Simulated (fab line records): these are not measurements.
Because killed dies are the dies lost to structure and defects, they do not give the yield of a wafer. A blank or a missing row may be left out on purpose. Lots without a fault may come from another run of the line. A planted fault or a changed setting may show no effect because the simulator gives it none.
A struck lot beside a sound one	flow n5 finfet	19 steps out of a route of 1938
Sound: the wafers L234.1, L234.2, L234.5. Struck: wafer L243.4 (L243.1, L243.6, from the same lot, were not struck and are left out); the cause is given at the end.
At each step with rows: each side's tool, then ch and its chambers, then its first start. Under that, the readings that differ: sound wafers	struck wafers	difference of the means	sigmas: that difference in standard deviations of wafers without a fault.
alike: a reading whose means differ by less than 2 such deviations, as well as words and numbers matching on both sides. not compared: withheld readings; readings where some wafer has no value; bounds like >300 that might hide an equal value; numbers whose values overlap and for which the record gives no deviation.
Wherever a step has rows on one side only, a row that says differs or no value, or a row with sigmas, the two part there. Non-overlapping numbers with no deviation appear without sigmas and do not part them. A reading missing from all wafers of one side parts the sides only when that side holds two or more wafers.

first, 8 steps without rows for these wafers: N5_BEOL_M12_HARDBAKE_32 (time 120 s); N5_BEOL_M12_DESCUM_33 (chemistry O2, time 7.9 s); N5_BEOL_M12_ETCH_67 (etches SiARC in CF4, target depth 143 nm, time 238.3 s); N5_BEOL_M12_ETCH_68 (etches SOC in N2/H2, time 285 s); N5_BEOL_M12_STRIP_69 (strips in N2/H2); N5_BEOL_M12_TRENCH_ETCH_34 (etches SiOC in C4F8/O2/Ar, target depth 318.95 nm, time 125.5 s); N5_BEOL_M12_STRIP_70 (strips in C4F8/O2/Ar); N5_BEOL_M12_STRIP_37 (strips in N2/H2).
N5_BEOL_M12_ETCH_38: etches SiCN in CF4/N2, target depth 68.7 nm, time 73.4 s.
  sound on rie diel-02 ch 1,2,3, day 11 13:58; struck on rie diel-02 ch 0, day 13 05:42
reading	sound	struck	difference	sigmas
oes product au (a.u.)	0.88 0.87 0.78	1.06	+0.22	+3
rf vpp V (V)	381.1 384.4 383.0	386.4	+3.6	+2
model.etch.depth nm (nm)	59.2 59.58 58.92	78.67	+19.44	
model.SiOC_of_BEOL_M12_ILD_DEP_00.thk nm (nm)	602.6 603 607.2	599	-5	
  alike: chamber pressure mTorr, drypump motor current A, showerhead plenum p Torr, throttle valve pct
  not compared: rf hours counter h
then, 9 steps without rows for these wafers: N5_BEOL_M12_PRECLEAN_39 (cleans in residue remover, time 60 s); N5_BEOL_M12_SRD_40 (time 30 s, dry time 30 s); N5_BEOL_M12_DEGAS_41 (time 60 s); N5_BEOL_M12_PRE_CLEAN_42 (time 30 s); N5_BEOL_M12_SPUTTER_43 (material TaN, target thk 15 nm, time 24.19 s); N5_BEOL_M12_SPUTTER_44 (material Ta, target thk 10 nm, time 16.13 s); N5_BEOL_M12_SPUTTER_45 (material Cu, target thk 80 nm, time 13.33 s); N5_BEOL_M12_ECD_47 (material Cu, target thk 720 nm); N5_BEOL_M12_ANNEAL_48 (time 90 s).
N5_BEOL_M12_CMP_49: polishes, stops on SiOC, t overpolish 20.6 s, target thk 320 nm.
  sound on cmp-01 ch 0,2,3, day 11 15:27; struck on cmp-01 ch 3, day 13 07:11
reading	sound	struck	difference	sigmas
barrier field endpoint s (s)	30.7 30.9 31.3	29.6	-1.4	-2
model.SiOC_of_BEOL_M12_ILD_DEP_00.thk nm (nm)	592.6 593 597.2	589	-5	
  alike: motor current A, overpolish run s, retaining ring pressure frac, slurry flow ml min
  not compared: pad life wafers

WHERE THEY PART
Last at N5_BEOL_M12_CMP_49 as far as this record goes, first at N5_BEOL_M12_ETCH_38.

WHY: what the simulator had put in
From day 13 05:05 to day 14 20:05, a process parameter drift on rie diel-02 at N5_BEOL_M12_ETCH_38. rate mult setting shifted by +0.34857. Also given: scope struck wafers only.
